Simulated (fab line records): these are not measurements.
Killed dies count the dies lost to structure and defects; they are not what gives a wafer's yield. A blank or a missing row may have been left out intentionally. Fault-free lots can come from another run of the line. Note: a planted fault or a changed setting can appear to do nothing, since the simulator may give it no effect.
fab line records	flow nandHarc
record: lots: 15	wafers: 45	lastDay: 34
route steps=1302 shown A_STAIRCASE@749
lots untouched by any fault: they come from a run of this same line in which no faults occurred
startH: hours from the record's first day to the start of the lot's first wafer shown	waitH: hours elapsed since this lot's preceding step	" same as the row above	L1.1+2: a single row standing in for several wafers	- no value, or no start was given	* or withheld: withheld	< > ~ a bound
route shown NAME@n: NAME is a module with steps in the file, n the number in the route of the first one	usual: mean and standard deviation over wafers with no fault	same: alike in all rows	chamber/n: place in a boat	sites: the reading at each site	_std_site: the standard deviation of these	_edge_site: outer sites' mean less inner sites'	radiusMm: for every site, how far away it sits from the centre of the wafer	mask NAME#n: copy n	behind: the most recent tool/chamber to have shaped the wafer	hold: why the lot went on hold/how many hours it stayed there/how the hold came to an end	device: whichever transistor did not switch (one of n, p or np)	end of line: the route-end tests of the same wafers	a step without rows: its recipe alone	killed: the dies lost at the first sort to structure and to defects; this is not the yield of the wafer	map: per-die view of a wafer (x killed, . not killed, _ where there is no die)
set.NAME: the setting as run; set.NAME@STEP: as run at that earlier step	model.NAME: the simulator's own value behind a step, which no gauge read
steps of the route over a sample of lots; a table a step, a row a wafer
services: when a tool's chamber went out of use (startH, in hours from the record's first day, below 0 if earlier), for how many hours, and the reason
== steps ==
step: NHARC_A_STAIRCASE_TRIM_235
recipe: timeS: 211.2	o2FlowSccm: 500	arFlowSccm: 0	biasW: 0	chemistry: O2
usual: drypumpMotorCurrentA: 5.6/0.44	o2FlowSccm: 499.9/1.5	oesProductAu: 0.998/0.012	rfVppV: 57.7/0.88	showerheadPlenumPTorr: 3.51/0.16	throttleValvePct: 17.037/0.0084
lot.wafer	tool	chamber	startH	waitH	drypumpMotorCurrentA	o2FlowSccm	oesProductAu	rfHoursCounterH	rfVppV	showerheadPlenumPTorr	throttleValvePct
L142.2	rieDiel-10	3	-	-	5.0	497.3	1.001	47	58.0	3.41	17.038
L142.6	"	2	"	"	4.8	501.3	1.013	-	57.1	3.41	17.032
L142.5	"	3	"	"	5.0	498.7	1.000	-	57.6	3.41	17.050
L141.1	rieDiel-10	0	-	-	6.0	501.4	1.023	47	58.0	3.78	17.037
L141.4	"	2	"	"	4.8	500.3	1.015	39	57.9	3.41	17.043
L141.6	"	0	"	"	6.0	502.5	1.025	-	58.3	3.78	17.045
L144.4	rieDiel-07	0	-	-	5.8	499.2	0.996	22	57.7	3.37	17.024
L144.5	"	0	"	"	5.8	500.4	0.998	-	57.8	3.37	17.032
L144.6	"	1	"	"	5.8	499.3	0.996	-	57.7	3.54	17.036
L143.2	rieDiel-02	1	-	-	5.3	501.2	1.004	53	57.9	3.74	17.030
L143.1	"	2	"	"	6.0	497.7	0.974	50	58.4	3.49	17.041
L143.5	"	2	"	"	6.0	498.7	0.988	-	56.3	3.49	17.033
L145.3	rieDiel-02	1	-	-	5.3	501.2	1.014	3	58.2	3.74	17.042
L145.5	"	0	"	"	5.3	500.0	0.998	-	58.4	3.62	17.047
L145.6	"	1	"	"	5.2	502.5	1.015	-	57.3	3.74	17.051
L147.4	rieDiel-07	1	-	-	5.8	497.8	0.995	40	58.9	3.53	17.032
L147.6	"	2	"	"	5.9	501.2	1.009	-	56.6	3.32	17.030
L147.5	"	3	"	"	6.2	499.7	0.993	-	57.4	3.57	17.024
L148.2	rieDiel-02	2	-	-	6.0	500.6	0.984	7	58.4	3.49	17.040
L148.5	"	3	"	"	5.2	500.1	0.965	-	57.6	3.75	17.046
L148.6	"	1	"	"	5.2	499.9	0.993	-	58.9	3.74	17.040
L156.2	rieDiel-10	1	-	-	5.9	496.7	1.007	31	56.0	3.29	17.034
L156.4	"	2	"	"	4.8	498.5	1.008	25	56.9	3.39	17.029
L156.6	"	2	"	"	4.8	498.2	1.009	-	56.6	3.39	17.041
L157.4	rieDiel-10	0	-	-	6.0	500.4	1.003	38	58.4	3.75	17.050
L157.1	"	1	"	"	6.0	498.9	1.011	37	57.8	3.29	17.034
L157.5	"	0	"	"	6.0	501.4	1.005	-	56.6	3.75	17.040
L158.2	rieDiel-10	0	-	-	6.0	499.3	1.006	43	58.0	3.74	17.030
L158.1	"	1	"	"	6.0	498.6	1.012	42	56.9	3.29	17.038
L158.3	"	2	"	"	4.8	499.3	1.012	38	58.3	3.38	17.026
L159.3	rieDiel-02	3	-	-	5.3	501.0	0.974	55	59.0	3.72	17.028
L159.1	"	1	"	"	5.2	498.4	1.000	46	57.5	3.71	17.031
L159.4	"	0	"	"	5.3	500.6	0.993	-	58.4	3.60	17.040
L161.2	rieDiel-02	0	-	-	5.2	500.0	0.997	43	58.7	3.60	17.037
L161.1	"	1	"	"	5.3	501.0	1.007	48	57.5	3.71	17.033
L161.5	"	1	"	"	5.2	499.2	0.997	-	58.9	3.71	17.030
L162.3	rieDiel-10	0	-	-	6.0	500.6	1.013	59	57.2	3.73	17.035
L162.4	"	3	"	"	5.0	497.5	0.992	54	58.3	3.37	17.045
L162.6	"	0	"	"	6.0	500.5	1.023	-	58.1	3.73	17.032
L163.1	rieDiel-07	3	-	-	6.3	502.1	0.982	25	57.7	3.54	17.040
L163.2	"	1	"	"	5.8	498.7	0.992	35	57.1	3.51	17.034
L163.6	"	3	"	"	6.3	498.9	0.974	-	57.9	3.54	17.024
L164.2	rieDiel-02	0	-	-	5.3	499.7	1.010	3	57.7	3.60	17.025
L164.5	"	3	"	"	5.2	498.7	0.983	-	59.0	3.72	17.044
L164.6	"	0	"	"	5.3	497.3	1.001	-	59.4	3.60	17.058
step: NHARC_A_STAIRCASE_DESCUM_252
recipe: timeS: 3	o2FlowSccm: 200	arFlowSccm: 0	biasPowerW: 0	chemistry: O2
usual: drypumpMotorCurrentA: 5.6/0.45	o2FlowSccm: 200.0/0.6	oesProductAu: 1.000/0.012	rfVppV: 57.8/0.87	showerheadPlenumPTorr: 1.90/0.099	throttleValvePct: 11.311/0.009
lot.wafer	tool	chamber	startH	waitH	drypumpMotorCurrentA	o2FlowSccm	oesProductAu	rfHoursCounterH	rfVppV	showerheadPlenumPTorr	throttleValvePct
L142.2	rieDiel-07	3	379.14	-	6.2	201.3	0.998	21	58.6	1.94	11.324
L142.6	"	2	"	"	5.9	199.8	0.998	-	57.3	1.80	11.334
L142.5	"	3	"	"	6.3	199.8	1.006	-	56.8	1.94	11.321
L141.4	rieDiel-02	1	381.33	-	5.3	198.9	1.011	52	58.7	2.04	11.298
L141.1	"	3	"	"	5.2	199.4	0.992	44	58.4	2.04	11.306
L141.6	"	1	"	"	5.3	200.5	1.016	-	57.2	2.04	11.326
L144.4	rieDiel-10	2	385.09	-	4.8	199.6	1.017	40	57.3	1.84	11.322
L144.5	"	3	"	"	5.0	200.3	1.001	-	57.3	1.84	11.307
L144.6	"	0	"	"	5.9	200.6	1.025	-	59.0	2.06	11.299
L143.2	rieDiel-02	2	387.25	-	6.0	200.0	0.988	50	57.7	1.89	11.312
L143.1	"	0	"	"	5.3	199.4	0.983	53	57.7	1.97	11.293
L143.5	"	2	"	"	6.0	199.7	0.989	-	59.1	1.89	11.316
L145.3	rieDiel-07	0	415.89	-	5.8	199.1	0.990	32	59.0	1.82	11.305
L145.6	"	2	"	"	5.9	200.5	1.002	-	56.4	1.79	11.301
L145.5	"	3	"	"	6.2	201.1	1.005	-	58.6	1.94	11.311
L147.5	rieDiel-02	2	426.80	-	6.0	200.2	0.997	-	57.9	1.89	11.313
L147.4	"	3	"	"	5.2	199.9	0.976	-	59.8	2.04	11.324
L147.6	"	1	"	"	5.2	200.5	1.001	-	58.0	2.03	11.304
L148.2	rieDiel-02	3	428.77	-	5.2	199.8	0.989	7	58.0	2.04	11.302
L148.6	"	2	"	"	5.9	199.0	0.998	-	56.7	1.89	11.300
L148.5	"	1	"	"	5.2	200.6	0.996	-	59.0	2.03	11.323
L156.4	rieDiel-02	0	515.28	-	5.3	200.3	0.994	25	58.4	1.96	11.310
L156.2	"	1	"	"	5.2	200.5	0.989	28	58.9	2.03	11.312
L156.6	"	3	"	"	5.2	200.6	0.993	-	58.1	2.03	11.311
L157.4	rieDiel-07	1	539.45	-	5.8	200.9	0.986	19	57.7	1.91	11.314
L157.1	"	2	"	"	5.9	200.0	1.005	19	56.5	1.78	11.297
L157.5	"	1	"	"	5.8	200.5	0.988	-	58.6	1.91	11.320
L158.1	rieDiel-10	3	549.37	-	5.0	200.8	0.991	39	58.1	1.83	11.301
L158.2	"	0	"	"	6.0	200.6	1.013	43	57.7	2.04	11.310
L158.3	"	1	"	"	5.9	200.2	1.009	43	56.7	1.77	11.310
L159.1	rieDiel-02	0	556.97	-	5.2	198.8	1.000	40	57.8	1.96	11.314
L159.3	"	1	"	"	5.2	200.3	0.996	46	58.8	2.02	11.313
L159.4	"	0	"	"	5.2	199.6	1.005	-	57.8	1.96	11.293
L161.2	rieDiel-10	1	568.04	-	5.9	199.8	1.020	49	57.4	1.77	11.316
L161.1	"	3	"	"	5.0	200.0	1.002	45	56.7	1.83	11.312
L161.5	"	1	"	"	5.9	199.4	1.014	-	57.3	1.77	11.304
L162.3	rieDiel-10	0	591.11	-	6.0	198.9	1.025	59	57.9	2.03	11.323
L162.4	"	3	"	"	5.0	199.5	0.992	55	57.2	1.82	11.316
L162.6	"	0	"	"	6.0	200.3	1.028	-	58.7	2.03	11.307
L163.1	rieDiel-10	1	592.96	-	5.9	199.2	1.014	58	57.3	1.77	11.311
L163.2	"	3	"	"	5.0	199.5	0.993	55	57.3	1.82	11.301
L163.6	"	1	"	"	5.9	200.0	1.005	-	57.1	1.77	11.327
L164.2	rieDiel-07	1	593.13	-	5.8	199.5	0.989	36	59.4	1.90	11.320
L164.6	"	0	"	"	5.8	199.8	0.992	-	57.5	1.80	11.314
L164.5	"	1	"	"	5.8	199.5	0.991	-	59.3	1.90	11.308
step: NHARC_A_STAIRCASE_STRIP_254
recipe: powerW: 1500	tempC: 250	chemistry: O2
usual: drypumpMotorCurrentA: 5.86/0.23	heaterPowerW: 317/39	rfReflPowerW: 25/6.8	tempC: 250.00/0.17
lot.wafer	tool	chamber	startH	waitH	drypumpMotorCurrentA	heaterPowerW	rfHoursCounterH	rfReflPowerW	tempC
L142.2	plasmaAsher-02	1	379.40	-	5.83	320	25	20	249.89
L142.6	"	0	"	"	5.46	346	-	18	249.97
L142.5	"	1	"	"	5.85	309	-	19	249.66
L141.1	plasmaAsher-02	0	381.55	-	5.47	341	25	19	249.98
L141.4	"	0	"	"	5.44	334	-	19	250.02
L141.6	"	0	"	"	5.47	349	-	18	250.33
L144.4	plasmaAsher-01	1	385.38	-	6.11	255	-	-	249.84
L144.5	"	0	"	"	5.96	364	-	-	250.14
L144.6	"	1	"	"	6.11	250	-	-	249.88
L143.2	plasmaAsher-01	0	387.42	-	5.94	360	9	-	249.98
L143.1	"	1	"	"	6.09	252	9	-	250.08
L143.5	"	1	"	"	6.11	255	-	-	250.10
L145.3	plasmaAsher-01	1	416.14	-	6.09	253	-	33	250.08
L145.6	"	1	"	"	6.09	250	-	33	249.83
L145.5	"	0	"	"	5.97	360	-	30	250.14
L147.4	plasmaAsher-01	0	427.11	-	5.99	366	-	32	250.06
L147.6	"	1	"	"	6.09	260	-	32	249.95
L147.5	"	0	"	"	5.96	374	-	31	249.80
L148.2	plasmaAsher-01	1	429.18	-	6.10	256	17	-	250.06
L148.6	"	0	"	"	5.95	362	-	-	249.93
L148.5	"	1	"	"	6.10	256	-	-	250.12
L156.2	plasmaAsher-01	0	515.49	-	5.96	348	35	-	249.92
L156.4	"	1	"	"	6.09	262	-	-	250.00
L156.6	"	0	"	"	5.95	365	-	-	249.91
L157.1	plasmaAsher-01	0	539.70	-	5.96	350	3	32	250.16
L157.4	"	1	"	"	6.10	276	-	32	250.05
L157.5	"	1	"	"	6.10	268	-	31	249.78
L158.2	plasmaAsher-02	0	549.56	-	5.45	334	25	19	250.11
L158.1	"	1	"	"	5.81	319	25	19	250.36
L158.3	"	1	"	"	5.82	312	-	19	250.57
L159.1	plasmaAsher-01	1	557.21	-	6.08	271	5	32	250.06
L159.3	"	0	"	"	5.95	353	-	33	249.83
L159.4	"	1	"	"	6.08	264	-	33	250.10
L161.2	plasmaAsher-01	1	568.21	-	6.09	272	7	-	249.79
L161.1	"	0	"	"	5.98	353	7	-	249.64
L161.5	"	0	"	"	5.98	354	-	-	249.97
L162.3	plasmaAsher-01	1	591.38	-	6.09	273	-	-	249.99
L162.4	"	0	"	"	5.92	354	-	-	249.93
L162.6	"	1	"	"	6.09	265	-	-	249.86
L163.1	plasmaAsher-02	1	593.13	-	5.81	322	34	19	249.85
L163.2	"	0	"	"	5.46	329	34	18	250.00
L163.6	"	0	"	"	5.48	334	-	18	249.86
L164.2	plasmaAsher-01	0	593.30	-	5.93	350	14	34	249.85
L164.5	"	0	"	"	5.95	352	-	33	249.88
L164.6	"	1	"	"	6.08	273	-	32	249.95
step: NHARC_A_STAIRCASE_EXPOSE_265
recipe: na: 0.5	doseMj: 25.01	maskId: CHOP_200
usual: exposureDoseMJCm2: 25.002/0.024	focusOffsetNm: 0.0/0.46	reticleTempC: 23.01/0.091	stageVelMmS: 500.00/0.29
lot.wafer	tool	chamber	startH	waitH	mask	exposureDoseMJCm2	focusOffsetNm	reticleTempC	stageVelMmS
L142.2	krfScanner-02	0	391.18	-	CHOP_200#0	25.008	-0.3	22.89	500.05
L142.5	"	0	"	"	CHOP_200#0	25.006	-1.0	22.81	499.91
L142.6	"	0	"	"	CHOP_200#0	25.019	0.1	22.95	499.69
L141.1	krfScanner-03	0	392.66	-	CHOP_200#0	24.980	0.3	22.96	500.55
L141.4	"	0	"	"	CHOP_200#0	25.000	0.5	22.98	500.23
L141.6	"	0	"	"	CHOP_200#0	24.989	0.8	22.84	500.39
L144.4	krfScanner-03	0	394.67	-	CHOP_200#0	25.005	-0.3	22.97	500.06
L144.5	"	0	"	"	CHOP_200#0	25.029	1.1	22.91	500.47
L144.6	"	0	"	"	CHOP_200#0	24.995	-0.4	23.01	500.42
L143.1	krfScanner-02	0	397.55	-	CHOP_200#0	25.007	0.1	23.00	499.88
L143.2	"	0	"	"	CHOP_200#0	25.001	0.0	22.94	500.00
L143.5	"	0	"	"	CHOP_200#0	25.020	-0.5	23.13	499.66
L145.3	krfScanner-01	0	419.80	-	CHOP_200#0	24.981	1.0	22.95	499.96
L145.5	"	0	"	"	CHOP_200#0	24.968	0.1	22.92	499.90
L145.6	"	0	"	"	CHOP_200#0	25.004	-0.4	22.94	500.28
L147.4	krfScanner-02	0	433.34	-	CHOP_200#0	24.944	-0.4	23.07	499.75
L147.5	"	0	"	"	CHOP_200#0	24.996	-0.5	23.07	499.71
L147.6	"	0	"	"	CHOP_200#0	25.001	-0.6	22.85	499.90
L148.2	krfScanner-03	0	435.54	-	CHOP_200#0	25.004	0.3	22.99	500.02
L148.5	"	0	"	"	CHOP_200#0	25.000	0.5	22.89	499.79
L148.6	"	0	"	"	CHOP_200#0	25.027	-0.5	22.84	499.81
L156.2	krfScanner-01	0	518.82	-	CHOP_200#0	25.004	1.7	22.96	500.08
L156.4	"	0	"	"	CHOP_200#0	25.008	0.2	22.84	500.43
L156.6	"	0	"	"	CHOP_200#0	24.999	0.4	22.90	499.87
L157.1	krfScanner-01	-	542.91	-	CHOP_200#0	-	-	-	-
L157.4	"	-	"	"	CHOP_200#0	-	-	-	-
L157.5	"	-	"	"	CHOP_200#0	-	-	-	-
L158.1	krfScanner-02	-	560.66	-	CHOP_200#0	-	-	-	-
L158.2	"	-	"	"	CHOP_200#0	-	-	-	-
L158.3	"	-	"	"	CHOP_200#0	-	-	-	-
L159.1	krfScanner-02	-	565.07	-	CHOP_200#0	-	-	-	-
L159.3	"	-	"	"	CHOP_200#0	-	-	-	-
L159.4	"	-	"	"	CHOP_200#0	-	-	-	-
L161.1	krfScanner-03	0	572.44	-	CHOP_200#0	25.031	0.5	22.92	500.14
L161.2	"	0	"	"	CHOP_200#0	25.020	0.4	23.11	500.30
L161.5	"	0	"	"	CHOP_200#0	25.041	0.2	22.99	500.38
L162.3	krfScanner-01	0	596.10	-	CHOP_200#0	24.991	-0.8	22.95	500.38
L162.4	"	0	"	"	CHOP_200#0	25.005	-0.6	23.02	500.30
L162.6	"	0	"	"	CHOP_200#0	25.002	0.5	23.10	500.27
L163.1	krfScanner-02	0	600.31	-	CHOP_200#0	25.004	0.1	23.03	499.44
L163.2	"	0	"	"	CHOP_200#0	25.011	0.2	23.12	499.80
L163.6	"	0	"	"	CHOP_200#0	25.053	0.8	23.04	499.69
L164.2	krfScanner-03	0	600.48	-	CHOP_200#0	25.014	0.2	23.11	500.00
L164.5	"	0	"	"	CHOP_200#0	25.047	0.7	23.15	500.11
L164.6	"	0	"	"	CHOP_200#0	24.976	-0.1	23.05	500.00
== services ==
tool	chamber	startH	hours	kind
rieDiel-02	-	394.69	9.0	pm
krfScanner-03	-	396.00	4.0	pm
krfScanner-03	-	407.72	0.5	repair
rieDiel-02	0	421.82	34.6	repair
rieDiel-07	-	432.78	0.3	repair
krfScanner-02	-	438.00	4.0	pm
rieDiel-10	-	461.80	3.5	repair
rieDiel-02	1	466.26	16.5	repair
rieDiel-07	-	472.53	9.0	pm
rieDiel-02	1	500.29	7.4	repair
rieDiel-02	2	503.14	1.3	repair
rieDiel-07	0	503.72	12.5	repair
plasmaAsher-01	-	519.07	9.0	pm
rieDiel-07	3	521.53	16.0	repair
krfScanner-02	-	530.49	0.2	repair
rieDiel-02	0	539.74	2.6	repair
rieDiel-02	2	541.20	28.6	repair
rieDiel-02	-	559.32	0.6	repair
krfScanner-02	-	561.85	0.6	repair
rieDiel-02	-	571.69	9.0	pm
krfScanner-02	-	580.41	3.8	repair
rieDiel-10	3	581.32	4.8	repair
rieDiel-02	-	592.64	0.9	repair
rieDiel-10	-	597.51	9.0	pm
== key ==
firstSign: step: NHARC_A_STAIRCASE_EXPOSE_265	reading: toolRecord	direction: missing
effect none on later readings
metAt NHARC_A_STAIRCASE_EXPOSE_265
struckLots L157,L158,L159
laterRowsLeftOut L157.1,L157.4,L157.5,L158.1,L158.2,L158.3,L159.1,L159.3,L159.4
sortLeftOut L157.1,L157.4,L157.5,L158.1,L158.2,L158.3,L159.1,L159.3,L159.4
testerLeftOut L157,L158,L159
notActingAt NHARC_A_STAIRCASE_TRIM_235,NHARC_A_STAIRCASE_DESCUM_252,NHARC_A_STAIRCASE_STRIP_254
onsetBetween 518.82 542.91
fault: kind: skippedStepWhole	tool: krfScanner-01,krfScanner-02	chamber: -	onsetH: 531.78	steps: NHARC_A_STAIRCASE_EXPOSE_265	scope: struckLotsOnly
testerLeftOut: of these lots the tester's yield and bins aren't shown, on N5 and GAA mostly nor the transistor test; their killed dies are dies lost to structure and defects alone, not to doping, threshold or leakage, so they don't give the yield
sortLeftOut: the simulated sort isn't trusted on such a fault, so these wafers' sort isn't shown, and their yield isn't known
laterRowsLeftOut: the simulator's readings of these wafers behind a module that went badly wrong aren't trusted and aren't shown, but for the sort
